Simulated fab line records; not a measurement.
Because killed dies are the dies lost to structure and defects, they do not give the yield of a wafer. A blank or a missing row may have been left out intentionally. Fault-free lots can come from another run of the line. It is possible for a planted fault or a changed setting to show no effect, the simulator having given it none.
Chamber matching ; flow n5_finfet ; 3 sister chambers for N5_BEOL_M11_DEP_56 on pecvd-01
The step deposits SiCN from 3MS/NH3, target thk 30 nm, time 10.5 s. 16 wafers are shown with their chamber, then 8 later ones without.

WAFERS, EACH WITH ITS CHAMBER
wafer;chamber;throttle_valve_pct (%);showerhead_plenum_p_Torr (Torr);chamber_pressure_Torr (Torr)
L075.3;0;17.0;4.154;2.997
L075.4;1;19.5;4.143;3.012
L075.6;2;16.2;4.148;3.002
L078.2;1;19.2;4.142;2.998
L078.4;2;16.1;4.155;2.996
L078.5;0;17.2;4.150;3.006
L080.1;1;19.5;4.140;3.000
L080.2;2;16.0;4.141;2.995
L080.6;1;19.2;4.149;2.988
L082.2;1;19.1;4.144;2.995
L082.4;0;17.0;4.152;2.997
L082.6;2;16.2;4.150;2.990
L089.2;0;17.2;4.148;3.003
L089.4;0;17.1;4.155;3.010
L089.6;1;19.2;4.140;3.010
L092.2;0;17.4;4.157;3.002

SIGNATURES (means of the wafers above)
reading;chamber 0;chamber 1;chamber 2;scatter within a chamber
throttle_valve_pct;17.150;19.283;16.125;0.15
showerhead_plenum_p_Torr;4.15267;4.14300;4.14850;0.00404
chamber_pressure_Torr;3.00250;3.00050;2.99575;0.00689
Rule: distance of a wafer from a chamber = root of the sum over the readings of ((wafer's reading minus chamber's mean) / reading's scatter) squared. The wafer belongs to the nearest chamber; if the next one is less than 2 further off, it can't be placed. How the scatter is found: for the shown wafers, subtract from each reading the mean of its chamber, square and add these, divide the total by (wafers less chambers), then take the root.

WAFERS WITH NO CHAMBER GIVEN
wafer;throttle_valve_pct (%);showerhead_plenum_p_Torr (Torr);chamber_pressure_Torr (Torr)
L092.5;17.3;4.158;3.009
L092.6;19.4;4.150;3.004
L093.3;16.5;4.167;3.002
L093.4;16.2;4.140;3.001
L093.5;19.2;4.129;3.006
L095.1;17.2;4.166;3.001
L095.5;16.5;4.146;3.007
L095.6;19.6;4.139;2.992

WHICH CHAMBER EACH ONE RAN IN
wafer;from the rows above;in truth
L092.5;0;0
L092.6;1;1
L093.3;can't be placed: 2 or 0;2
L093.4;2;2
L093.5;1;1
L095.1;0;0
L095.5;can't be placed: 2 or 0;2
L095.6;1;1
Correct placement for 6 of the 8. Not placeable from these rows: 2 (in 2, the candidates include the true chamber). 0 placed wrongly.
